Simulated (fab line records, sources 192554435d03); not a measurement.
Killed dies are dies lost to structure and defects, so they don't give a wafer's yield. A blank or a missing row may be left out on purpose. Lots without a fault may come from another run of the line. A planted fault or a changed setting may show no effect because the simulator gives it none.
Chamber matching | flow n5_finfet | N5_HKMG_FIN_ETCH_67 on rie_diel-02: 4 sister chambers
The step etches SOC in N2/H2, stops on TiN, target depth 388.9 nm. 16 wafers are shown with their chamber, then 8 later ones without.

WAFERS WITH THEIR CHAMBER
wafer  | chamber | throttle_valve_pct (%) | showerhead_plenum_p_Torr (Torr) | drypump_motor_current_A (A)
L077.3 | 1       | 18.00                  | 2.49                            | 5.8
L077.4 | 0       | 18.29                  | 2.55                            | 5.3
L077.6 | 2       | 17.85                  | 2.59                            | 5.8
L081.1 | 3       | 17.89                  | 2.51                            | 5.9
L081.2 | 1       | 18.02                  | 2.48                            | 5.8
L081.3 | 0       | 18.31                  | 2.55                            | 5.3
L081.4 | 2       | 17.85                  | 2.59                            | 5.7
L081.5 | 2       | 17.87                  | 2.59                            | 5.8
L081.6 | 3       | 17.89                  | 2.51                            | 5.9
L083.1 | 3       | 17.90                  | 2.51                            | 5.9
L083.4 | 2       | 17.87                  | 2.59                            | 5.8
L083.6 | 0       | 18.32                  | 2.55                            | 5.3
L092.1 | 3       | 17.95                  | 2.50                            | 5.9
L092.2 | 2       | 17.90                  | 2.58                            | 5.8
L092.3 | 1       | 18.05                  | 2.47                            | 5.9
L093.1 | 0       | 18.36                  | 2.54                            | 5.2

SIGNATURES (means of the wafers above)
reading                  | chamber 0 | chamber 1 | chamber 2 | chamber 3 | scatter within a chamber
throttle_valve_pct       | 18.3200   | 18.0233   | 17.8680   | 17.9075   | 0.0259
showerhead_plenum_p_Torr | 2.5475    | 2.4800    | 2.5880    | 2.5075    | 0.00599
drypump_motor_current_A  | 5.275     | 5.833     | 5.780     | 5.900     | 0.043
Rule: a wafer's distance from a chamber is the root of the sum, over the readings, of the square of ((its reading less the chamber's mean) divided by the reading's scatter). The wafer belongs to the nearest chamber; if the next one is less than 2 further off, it can't be placed. The scatter: the root of (the sum of the squares of (reading less its chamber's mean) over the shown wafers, divided by (wafers less chambers)).

WAFERS WITHOUT THEIR CHAMBER
wafer  | throttle_valve_pct (%) | showerhead_plenum_p_Torr (Torr) | drypump_motor_current_A (A)
L093.3 | 17.90                  | 2.58                            | 5.8
L093.4 | 17.94                  | 2.50                            | 5.9
L095.2 | 18.06                  | 2.47                            | 5.9
L095.5 | 17.95                  | 2.50                            | 6.0
L095.6 | 18.08                  | 2.47                            | 5.9
L096.3 | 17.96                  | 2.50                            | 5.9
L096.5 | 18.36                  | 2.53                            | 5.3
L096.6 | 17.96                  | 2.50                            | 5.9

WHICH CHAMBER EACH WENT THROUGH
wafer  | from the rows above | in truth
L093.3 | 2                   | 2
L093.4 | 3                   | 3
L095.2 | 1                   | 1
L095.5 | 3                   | 3
L095.6 | 1                   | 1
L096.3 | 3                   | 3
L096.5 | 0                   | 0
L096.6 | 3                   | 3
Placed correctly: 8 of 8. Can't be placed from these rows: 0. Placed wrongly: 0.
